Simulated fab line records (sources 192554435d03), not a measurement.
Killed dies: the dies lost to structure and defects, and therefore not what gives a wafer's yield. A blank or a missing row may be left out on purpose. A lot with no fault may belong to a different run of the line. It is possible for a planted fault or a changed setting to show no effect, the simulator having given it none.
fab line records	flow n5-finfet
[record] lots = 11	wafers = 30	last-day = 17
route steps=1938 shown PMOS_HMC_CHANNEL_EPI@65 FIN_SAQP@96 BEOL_M4@1111 PASSIVATION@1936
lots untouched by any fault: they come from a run of this same line in which no faults occurred
start-h: hours from the record's first day to the start of the lot's first wafer shown	wait-h: how many hours have passed since the lot's step before this one	" same as the row above	L1.1+2: one row covering several wafers at once	- no value, or no start given	* or withheld: withheld	< > ~ a bound
route shown NAME@n: NAME is a module with steps in the file, n the number in the route of the first one	usual: mean/standard deviation of fault-free wafers	same: alike in all rows	chamber/n: place in a boat	sites: each site's reading	_std_site: their standard deviation	_edge_site: the outer-site mean with the inner-site mean subtracted	radius-mm: for every site, how far away it sits from the centre of the wafer	mask NAME#n: copy n	behind: the last tool/chamber to shape the wafer	hold: reason for holding the lot/hours on hold/outcome of the hold	device: transistor that didn't switch, given as n, p or np	end of line: the route-end tests of the same wafers	for a step that has no rows: nothing shown but its recipe	killed: at the first sort, the dies lost to defects and structure; wafer yield is something else	map: a wafer's dies, marking killed ones x, the rest . and places with no die _
set.NAME: the setting the step ran with; set.NAME@STEP: the setting that earlier step ran with	model.NAME: the simulator's own value behind a step, which no gauge read
steps of the route over a sample of lots; a table a step, a row a wafer
services: from which hour (start-h, from the record's first day; less than 0 if before it) a tool's chamber was out of use, for how many hours, and why
[[steps]]
[step N5_PMOS_HMC_CHANNEL_EPI_CD_MEAS_09]
[recipe] target-cd-nm = 237.4	landing-energy-ev = 500	detector = se-inlens
[usual] cd-nm = 237.5/1.3
lot.wafer	tool	chamber	start-h	wait-h	cd-nm
L677.3	cd-sem-01	0	22.96	-	235.2
L677.4	"	0	"	"	233.7
L677.6	"	0	"	"	234.7
L678.3	cd-sem-01	0	29.01	-	236.7
L678.5	"	0	"	"	237.9
L679.1	cd-sem-02	0	35.04	-	236.6
L679.4	"	0	"	"	236.2
L679.5	"	0	"	"	236.5
L682.5	cd-sem-03	0	53.59	-	237.4
L683.1	cd-sem-01	0	59.74	-	239.2
L683.3	"	0	"	"	238.1
L683.6	"	0	"	"	238.6
L686.2	cd-sem-03	0	77.36	-	236.7
L686.4	"	0	"	"	237.4
L686.5	"	0	"	"	235.6
L687.1	cd-sem-01	0	83.47	-	236.4
L687.3	"	0	"	"	238.2
L687.6	"	0	"	"	237.3
L690.3	cd-sem-01	0	101.93	-	239.2
L690.4	"	0	"	"	237.8
L690.5	"	0	"	"	237.2
L691.2	cd-sem-01	0	107.03	-	237.2
L691.3	"	0	"	"	237.9
L691.5	"	0	"	"	237.4
L694.1	cd-sem-01	0	126.27	-	235.7
L694.2	"	0	"	"	236.2
L694.5	"	0	"	"	237.2
L695.3	cd-sem-02	0	131.80	-	238.0
L695.4	"	0	"	"	238.7
L695.6	"	0	"	"	237.8
[step N5_PMOS_HMC_CHANNEL_EPI_OVL_MEAS_10]
[recipe] points-per-wafer = 44
[usual] PMOS_HMC_BLK_OVL = 0.1/0.83
lot.wafer	tool	chamber	start-h	wait-h	PMOS_HMC_BLK_OVL[nm]
L677.3	overlay-02	0	22.98	0.0	-0.2
L677.4	"	0	"	"	-0.2
L677.6	"	0	"	"	-0.7
L678.3	overlay-01	0	29.03	0.0	0.4
L678.5	"	0	"	"	0.8
L679.1	overlay-02	0	35.08	0.0	-0.6
L679.4	"	0	"	"	0.2
L679.5	"	0	"	"	-0.5
L682.5	overlay-01	0	53.62	0.0	-1.0
L683.1	overlay-02	0	59.77	0.0	-1.5
L683.3	"	0	"	"	-0.4
L683.6	"	0	"	"	-1.0
L686.2	overlay-01	0	77.38	0.0	-1.8
L686.4	"	0	"	"	-2.8
L686.5	"	0	"	"	-0.4
L687.1	overlay-02	0	83.50	0.0	-0.6
L687.3	"	0	"	"	0.8
L687.6	"	0	"	"	-0.1
L690.3	overlay-02	0	101.96	0.0	0.2
L690.4	"	0	"	"	0.0
L690.5	"	0	"	"	-0.1
L691.2	overlay-02	0	107.06	0.0	-1.3
L691.3	"	0	"	"	-0.5
L691.5	"	0	"	"	-0.6
L694.1	overlay-01	0	126.30	0.0	0.5
L694.2	"	0	"	"	0.4
L694.5	"	0	"	"	0.4
L695.3	overlay-01	0	131.83	0.0	-0.6
L695.4	"	0	"	"	1.0
L695.6	"	0	"	"	1.3
[step N5_PMOS_HMC_CHANNEL_EPI_THK_MEAS_22]
[recipe] reads = SiGe30_of_PMOS_HMC_CHANNEL_EPI_EPI_20
[usual] HMC_CMP_THK = 54.2/1.2
lot.wafer	tool	chamber	start-h	wait-h	HMC_CMP_THK[nm]
L677.3	film-metro-01	-	25.31	-	54.2
L677.4	"	-	"	"	56.8
L677.6	"	-	"	"	54.7
L678.3	film-metro-02	-	31.39	-	53.8
L678.5	"	-	"	"	53.0
L679.1	film-metro-01	-	37.39	-	53.8
L679.4	"	-	"	"	52.3
L679.5	"	-	"	"	55.1
L682.5	film-metro-02	-	56.14	-	55.8
L683.1	film-metro-02	-	62.10	-	54.0
L683.3	"	-	"	"	55.7
L683.6	"	-	"	"	53.0
L686.2	film-metro-02	-	79.71	-	55.4
L686.4	"	-	"	"	52.1
L686.5	"	-	"	"	52.9
L687.1	film-metro-01	-	86.22	-	52.9
L687.3	"	-	"	"	55.1
L687.6	"	-	"	"	53.0
L690.3	film-metro-02	-	104.47	-	55.4
L690.4	"	-	"	"	53.5
L690.5	"	-	"	"	54.1
L691.2	film-metro-02	-	110.33	-	54.3
L691.3	"	-	"	"	54.1
L691.5	"	-	"	"	55.5
L694.1	film-metro-02	-	129.06	-	55.7
L694.2	"	-	"	"	52.5
L694.5	"	-	"	"	52.9
L695.3	film-metro-02	-	135.31	-	54.4
L695.4	"	-	"	"	54.3
L695.6	"	-	"	"	53.9
[step N5_FIN_SAQP_HM_DEP_03]
[recipe] material = SiNx	target-thk-a = 380	temp-c = 400	precursor = SiH4/NH3/N2	pressure-torr = 1.5	rf-w = 300	time-s = 33.6
[usual] heater-power-w = 724/120	showerhead-plenum-p-Torr = 5.13/0.053	throttle-valve-pct = 40.5/2.2
lot.wafer	tool	chamber	start-h	wait-h	heater-power-w	showerhead-plenum-p-Torr	throttle-valve-pct
L677.3	pecvd-04	2	26.33	0.1	615	5.13	41.6
L677.4	"	0	"	"	745	5.05	42.1
L677.6	"	1	"	"	615	5.14	40.3
L678.3	pecvd-04	0	33.33	0.1	643	5.06	42.0
L678.5	"	0	"	"	655	5.06	41.9
L679.1	pecvd-04	1	38.87	0.2	559	5.16	40.5
L679.4	"	0	"	"	689	5.05	41.8
L679.5	"	2	"	"	688	5.14	41.7
L682.5	pecvd-04	2	57.21	0.1	669	5.12	41.7
L683.1	pecvd-04	2	63.34	0.2	649	5.14	41.7
L683.3	"	0	"	"	731	5.04	42.4
L683.6	"	1	"	"	554	5.15	40.6
L686.2	pecvd-01	2	81.36	0.2	709	5.19	34.9
L686.4	"	1	"	"	696	5.18	42.7
L686.5	"	2	"	"	716	5.19	35.0
L687.1	pecvd-03	0	87.36	0.2	1100	5.12	41.1
L687.3	"	1	"	"	850	5.25	40.6
L687.6	"	2	"	"	673	5.10	39.0
L690.3	pecvd-03	0	105.73	0.1	1006	5.12	41.5
L690.4	"	2	"	"	742	5.10	39.2
L690.5	"	1	"	"	874	5.24	40.5
L691.2	pecvd-03	2	111.45	0.2	678	5.12	39.2
L691.3	"	0	"	"	1066	5.11	41.2
L691.5	"	1	"	"	890	5.23	40.5
L694.1	pecvd-01	1	130.08	0.2	631	5.20	42.6
L694.2	"	2	"	"	774	5.19	35.0
L694.5	"	1	"	"	666	5.18	42.7
L695.3	pecvd-01	2	136.33	0.1	790	5.19	35.1
L695.4	"	2	"	"	778	5.19	35.1
L695.6	"	1	"	"	570	5.21	42.6
[step N5_FIN_SAQP_THK_MEAS_05]
[usual] thk-nm = 38.1/0.56
lot.wafer	tool	chamber	start-h	wait-h	thk-nm
L677.3	film-metro-02	-	26.42	0.1	37.7
L677.4	"	-	"	"	38.3
L677.6	"	-	"	"	38.7
L678.3	film-metro-01	-	33.42	0.1	37.6
L678.5	"	-	"	"	38.7
L679.1	film-metro-02	-	38.95	0.1	38.1
L679.4	"	-	"	"	38.1
L679.5	"	-	"	"	33.6
L682.5	film-metro-02	-	57.27	0.0	33.4
L683.1	film-metro-02	-	63.43	0.1	32.8
L683.3	"	-	"	"	37.2
L683.6	"	-	"	"	39.0
L686.2	film-metro-01	-	81.45	0.1	37.4
L686.4	"	-	"	"	38.7
L686.5	"	-	"	"	38.1
L687.1	film-metro-01	-	87.45	0.1	38.3
L687.3	"	-	"	"	38.3
L687.6	"	-	"	"	37.4
L690.3	film-metro-02	-	105.82	0.1	38.4
L690.4	"	-	"	"	37.5
L690.5	"	-	"	"	38.7
L691.2	film-metro-01	-	111.53	0.1	37.2
L691.3	"	-	"	"	38.6
L691.5	"	-	"	"	38.6
L694.1	film-metro-01	-	130.19	0.1	37.8
L694.2	"	-	"	"	38.0
L694.5	"	-	"	"	38.3
L695.3	film-metro-01	-	136.41	0.1	37.4
L695.4	"	-	"	"	38.1
L695.6	"	-	"	"	38.4
[step N5_BEOL_M4_RC_MEAS_101]
[usual] DIBL_N = 37.5/2.5	DIBL_P = 38/3.1	IOFF_N = 0.19/0.059	IOFF_P = 0.24/0.061	ION_N = 679/16	ION_P = 465/9.8	SS_N = 72.0/0.8	SS_P = 73.7/0.86	VT_N = 248/4.5	VT_P = -249/3.5
lot.wafer	tool	chamber	start-h	wait-h	DIBL_N[mV/V]	DIBL_P[mV/V]	IOFF_N[nA/um]	IOFF_P[nA/um]	ION_N[uA/um]	ION_P[uA/um]	SS_N[mV/dec]	SS_P[mV/dec]	VT_N[mV]	VT_P[mV]
L677.3	prober-02	0	170.07	0.3	37.3	38	0.18	0.23	677	459	72.0	73.5	250	-250
L677.4	"	0	"	"	37.3	40	0.19	0.27	675	465	72.5	74.2	248	-248
L677.6	"	0	"	"	37.4	38	0.18	0.22	676	460	72.6	73.8	255	-252
L678.3	prober-02	0	179.86	0.3	37.4	40	0.18	0.24	675	466	71.5	73.8	248	-248
L678.5	"	0	"	"	35.7	38	0.14	0.19	666	463	71.5	73.9	254	-252
L679.1	prober-01	0	188.43	0.0	35.7	36	0.15	0.19	673	458	71.9	72.4	253	-250
L679.4	"	0	"	"	33.3	34	0.11	0.17	651	455	70.6	71.8	255	-253
L679.5	"	0	"	"	37.1	38	0.18	0.24	669	461	71.6	73.8	248	-249
L682.5	prober-01	0	215.90	0.6	37.1	39	0.18	0.23	677	464	71.8	73.8	249	-246
L683.1	prober-02	0	221.67	0.0	35.9	37	0.16	0.20	667	459	72.3	73.8	251	-252
L683.3	"	0	"	"	37.2	37	0.19	0.20	680	461	72.0	73.0	249	-251
L683.6	"	0	"	"	33.6	34	0.11	0.17	659	451	70.9	73.0	255	-254
L686.2	prober-01	0	251.57	0.2	39.7	42	0.30	0.37	716	484	72.8	74.3	239	-239
L686.4	"	0	"	"	33.7	34	0.13	0.19	670	461	72.0	72.9	252	-251
L686.5	"	0	"	"	36.6	38	0.21	0.29	701	486	71.9	74.4	241	-244
L687.1	prober-02	0	252.06	0.0	39.0	40	0.23	0.28	694	469	71.8	73.5	244	-247
L687.3	"	0	"	"	36.6	38	0.17	0.24	672	463	71.9	73.4	249	-248
L687.6	"	0	"	"	42.2	45	0.37	0.43	714	484	72.8	74.8	238	-242
L691.2	prober-01	0	258.22	0.2	39.9	42	0.28	0.31	702	470	72.3	74.8	242	-245
L691.3	"	0	"	"	39.4	43	0.25	0.32	690	468	71.7	75.0	246	-244
L691.5	"	0	"	"	39.4	43	0.26	0.32	686	470	72.6	74.6	243	-246
L690.3	prober-02	0	259.21	0.3	35.8	36	0.13	0.21	659	465	71.9	73.3	256	-249
L690.4	"	0	"	"	36.5	37	0.14	0.21	658	455	71.5	73.3	252	-250
L690.5	"	0	"	"	38.3	38	0.19	0.27	682	471	72.0	74.3	248	-248
L694.1	prober-02	0	284.19	0.0	34.5	35	0.14	0.21	668	462	70.9	73.5	249	-249
L694.2	"	0	"	"	36.0	35	0.14	0.20	668	459	71.2	73.8	251	-250
L694.5	"	0	"	"	39.9	40	0.24	0.28	696	475	71.8	74.1	244	-246
L695.3	prober-02	0	288.15	0.3	37.6	37	0.19	0.24	683	463	72.1	73.9	249	-249
L695.4	"	0	"	"	35.7	34	0.16	0.21	667	462	71.5	73.3	249	-250
L695.6	"	0	"	"	37.4	36	0.20	0.24	685	466	72.0	73.8	244	-250
[step N5_PASSIVATION_PROBE_49]
[usual] defect-limited-yield = 91.0/1.4	killed_at_M0_to_M3 = 35/10	killed_at_M4_up = 14/5.5	killed-at-contacts = 13/5.6	killed-at-front-end = 41/11	killed-at-other = 4/3.4	killed-dies = 106/16	killed-open = 68/12	killed-short = 35/7.3	sort_bin_4_leakage = 0.3/2.1	sort_bin_5_function = 5.3/0.89	sort_bin_6_memory = 3.4/0.67	sort_bin_8_speed = 0.01/0.11	sort-n-pass = 1070/28	sort-yield-pct = 90.7/2.4
[same] gross-dies = 1180	killed-at-back-side = 0
lot.wafer	tool	chamber	start-h	wait-h	defect-limited-yield[%]	killed_at_M0_to_M3	killed_at_M4_up	killed-at-contacts	killed-at-front-end	killed-at-other	killed-dies	killed-open	killed-short	sort_bin_4_leakage[%]	sort_bin_5_function[%]	sort_bin_6_memory[%]	sort_bin_8_speed[%]	sort-n-pass	sort-yield-pct[%]
L679.5	prober-01	-	301.62	0.2	90.0	43	6	16	53	0	118	70	25	0	5.3	2.6	0	1062	90.0
L678.3	prober-01	-	303.50	0.1	90.0	39	10	25	42	2	118	82	35	0	6.3	3.4	0	1062	90.0
L678.5	prober-01	-	303.60	0.2	88.9	31	15	12	67	6	131	91	40	0	6.7	4.1	0	1049	88.9
L683.1	prober-01	-	319.95	0.0	90.9	54	7	3	37	6	107	57	29	0	4.7	2.8	0	1073	90.9
L683.3	prober-01	-	320.05	0.1	90.6	52	12	14	22	11	111	77	31	0	4.4	4.7	0	1069	90.6
L683.6	prober-01	-	320.20	0.3	90.4	40	21	12	28	12	113	72	34	0	6.1	3.1	0	1067	90.4
L687.1	prober-02	-	355.28	0.0	89.2	41	18	13	49	7	128	88	36	0	5.3	5.3	0	1052	89.2
L687.3	prober-02	-	355.38	0.1	89.8	36	19	14	44	7	120	80	37	0	6.0	3.5	0	1060	89.8
L687.6	prober-02	-	355.53	0.3	93.6	34	15	8	18	1	76	52	20	5.3	3.0	3.1	0	1041	88.2
L686.2	prober-02	-	372.05	0.1	89.3	33	24	14	55	0	126	88	33	0.3	5.5	4.5	0	1051	89.1
L686.4	prober-02	-	372.15	0.2	91.1	37	12	18	35	3	105	70	30	0	4.8	3.4	0	1075	91.1
L686.5	prober-02	-	372.20	0.2	90.9	21	21	17	44	4	107	77	25	0	5.2	3.6	0	1073	90.9
L690.3	prober-01	-	373.44	0.1	88.2	52	10	8	67	2	139	101	37	0	6.4	5.1	0	1041	88.2
L695.3	prober-02	-	403.12	0.1	89.8	43	13	7	50	7	120	83	35	0	6.4	3.2	0	1060	89.8
L695.4	prober-02	-	403.17	0.2	90.7	42	10	9	44	5	110	67	42	0	5.3	3.7	0	1070	90.7
L695.6	prober-02	-	403.27	0.3	91.8	27	9	13	44	4	97	59	36	0	5.8	1.9	0	1083	91.8
// killed by level:class
L679.5 FIN_SAQP:area-dep=20 MOL_CONTACT_COAG:geometric-particle:open=12 BEOL_M1:geometric-particle:open=10 BEOL_M0_SAQP:geometric-particle:open=10 BEOL_M3:geometric-particle:open=8 STI_FIN_REVEAL:geometric-particle:open=7 FIN_SAQP:geometric-particle:short=6 BEOL_M0_SAQP:geometric-particle:short=6
L678.3 MOL_CONTACT_COAG:geometric-particle:open=19 BEOL_M2:geometric-particle:open=12 STI_FIN_REVEAL:geometric-particle:open=11 BEOL_M3:geometric-particle:open=8 BEOL_M2:geometric-particle:short=7 FIN_SAQP:geometric-particle:short=6 MOL_CONTACT_COAG:geometric-particle:short=6 FIN_SAQP:geometric-particle:open=5
L678.5 STI_FIN_REVEAL:geometric-particle:open=25 FIN_SAQP:geometric-particle:short=10 BEOL_M2:geometric-particle:open=8 BEOL_M5:geometric-particle:open=8 FIN_SAQP:geometric-particle:open=7 DUMMY_GATE:geometric-particle:open=7 MOL_CONTACT_COAG:geometric-particle:open=7 BEOL_M0_SAQP:geometric-particle:open=7
L683.1 BEOL_M0_SAQP:geometric-particle:short=13 FIN_SAQP:area-dep=13 BEOL_M3:geometric-particle:open=8 DUMMY_GATE:geometric-particle:open=7 BEOL_M0_SAQP:geometric-particle:open=7 BEOL_M1:geometric-particle:open=6 BEOL_M2:geometric-particle:open=5 BEOL_M2:area-expose=4
L683.3 BEOL_M0_SAQP:geometric-particle:open=15 MOL_CONTACT_COAG:geometric-particle:open=13 BEOL_M0_SAQP:geometric-particle:short=11 BEOL_M2:geometric-particle:open=10 BEOL_M3:geometric-particle:open=7 DUMMY_GATE:geometric-particle:open=5 PAD_METAL:geometric-particle:open=5 STARTING-WAFER:geometric-particle:short=5
L683.6 MOL_CONTACT_COAG:geometric-particle:open=9 BEOL_M2:geometric-particle:open=9 BEOL_M0_SAQP:geometric-particle:open=8 STI_FIN_REVEAL:geometric-particle:open=7 BEOL_M1:geometric-particle:open=7 BEOL_M0_SAQP:geometric-particle:short=6 BEOL_M4:geometric-particle:open=5 PASS1_CAP:geometric-particle:open=4
L687.1 STI_FIN_REVEAL:geometric-particle:open=16 BEOL_M2:geometric-particle:open=10 MOL_CONTACT_COAG:geometric-particle:open=9 FIN_SAQP:geometric-particle:open=8 BEOL_M3:geometric-particle:open=8 BEOL_M4:geometric-particle:open=7 FIN_SAQP:geometric-particle:short=5 BEOL_M0_SAQP:geometric-particle:open=5
L687.3 STI_FIN_REVEAL:geometric-particle:open=12 MOL_CONTACT_COAG:geometric-particle:open=11 BEOL_M4:geometric-particle:open=8 FIN_SAQP:geometric-particle:open=7 FIN_SAQP:geometric-particle:short=7 BEOL_M5:geometric-particle:open=7 BEOL_M3:geometric-particle:open=6 STI_FIN_REVEAL:geometric-particle:short=5
L687.6 BEOL_M1:geometric-particle:open=9 MOL_CONTACT_COAG:geometric-particle:open=7 BEOL_M3:geometric-particle:open=7 BEOL_M0_SAQP:geometric-particle:open=6 BEOL_M8:geometric-particle:open=5 FIN_SAQP:geometric-particle:short=3 DUMMY_GATE:geometric-particle:open=3 BEOL_M0_SAQP:geometric-particle:short=3
L686.2 FIN_SAQP:geometric-particle:open=13 MOL_CONTACT_COAG:geometric-particle:open=13 BEOL_M4:geometric-particle:open=12 BEOL_M2:geometric-particle:open=10 FIN_SAQP:geometric-particle:short=8 BEOL_M0_SAQP:geometric-particle:short=6 STI_FIN_REVEAL:geometric-particle:open=5 STARTING-WAFER:geometric-particle:open=5
L686.4 BEOL_M1:geometric-particle:open=16 MOL_CONTACT_COAG:geometric-particle:open=15 BEOL_M0_SAQP:geometric-particle:short=8 STI_FIN_REVEAL:geometric-particle:open=7 DUMMY_GATE:geometric-particle:open=5 BEOL_M4:geometric-particle:open=5 BEOL_M3:geometric-particle:open=4 HKMG_FIN:area-etch=4
L686.5 MOL_CONTACT_COAG:geometric-particle:open=12 BEOL_M4:geometric-particle:open=11 DUMMY_GATE:geometric-particle:open=10 STI_FIN_REVEAL:geometric-particle:open=9 BEOL_M0_SAQP:geometric-particle:open=5 MOL_CONTACT_COAG:geometric-particle:short=4 BEOL_M0_SAQP:geometric-particle:short=4 BEOL_M2:geometric-particle:open=4
L690.3 STI_FIN_REVEAL:geometric-particle:open=23 BEOL_M0_SAQP:geometric-particle:open=13 BEOL_M1:geometric-particle:open=11 BEOL_M2:geometric-particle:open=10 FIN_SAQP:geometric-particle:open=9 MOL_CONTACT_COAG:geometric-particle:open=8 ILD0:geometric-particle:open=7 BEOL_M0_SAQP:geometric-particle:short=7
L695.3 FIN_SAQP:geometric-particle:open=18 BEOL_M0_SAQP:geometric-particle:open=12 FIN_SAQP:geometric-particle:short=10 BEOL_M0:geometric-particle:open=8 BEOL_M0_SAQP:geometric-particle:short=7 BEOL_M2:geometric-particle:open=7 STI_FIN_REVEAL:geometric-particle:open=6 MOL_CONTACT_COAG:geometric-particle:open=6
L695.4 FIN_SAQP:geometric-particle:short=14 BEOL_M0_SAQP:geometric-particle:open=11 BEOL_M2:geometric-particle:open=11 STI_FIN_REVEAL:geometric-particle:open=10 BEOL_M0_SAQP:geometric-particle:short=10 MOL_CONTACT_COAG:geometric-particle:open=8 BEOL_M4:geometric-particle:open=5 STARTING-WAFER:geometric-particle:open=4
L695.6 FIN_SAQP:geometric-particle:open=11 BEOL_M0_SAQP:geometric-particle:short=10 MOL_CONTACT_COAG:geometric-particle:open=8 STARTING-WAFER:geometric-particle:short=6 FIN_SAQP:geometric-particle:short=5 MOL_CONTACT_COAG:geometric-particle:short=5 BEOL_M0_SAQP:geometric-particle:open=5 BEOL_M2:geometric-particle:open=5
[[services]]
tool	chamber	start-h	hours	kind
pecvd-03	-	16.93	5.5	pm
pecvd-01	2	21.13	-	clean
pecvd-01	2	21.13	-	consumable-replace:showerhead
pecvd-01	2	21.13	29.0	scheduled-down
pecvd-01	2	21.13	29.0	vent-cycle
pecvd-01	1	91.21	11.6	repair
pecvd-03	1	117.28	10.5	repair
pecvd-01	0	127.62	5.5	scheduled-down
pecvd-03	0	131.85	2.1	scheduled-down
[[key]]
[first-sign] step = N5_FIN_SAQP_THK_MEAS_05	reading = thk-nm	direction = down	sigmas = 8.7	usual = *	struck = *
effect none on later readings
met-at N5_FIN_SAQP_HM_DEP_03
struck-lots L679,L682,L683
struck-wafers L679.5,L682.5,L683.1
rows-end L682.5
not-acting-at N5_PMOS_HMC_CHANNEL_EPI_CD_MEAS_09,N5_PMOS_HMC_CHANNEL_EPI_OVL_MEAS_10,N5_PMOS_HMC_CHANNEL_EPI_THK_MEAS_22
onset-between 26.33 38.87
[fault] kind = site-profile-drift	tool = pecvd-04	chamber = 2	onset-h = 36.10	steps = N5_FIN_SAQP_HM_DEP_03	basis = fraction	max-abs-drift = 0.30679	slope-share-per-hr = 68.176	site-pattern = 0,0,0,0,0,-1,-1,-1,-1
// rows-end: these wafers met a further fault down the route, and their rows from its step on are left out
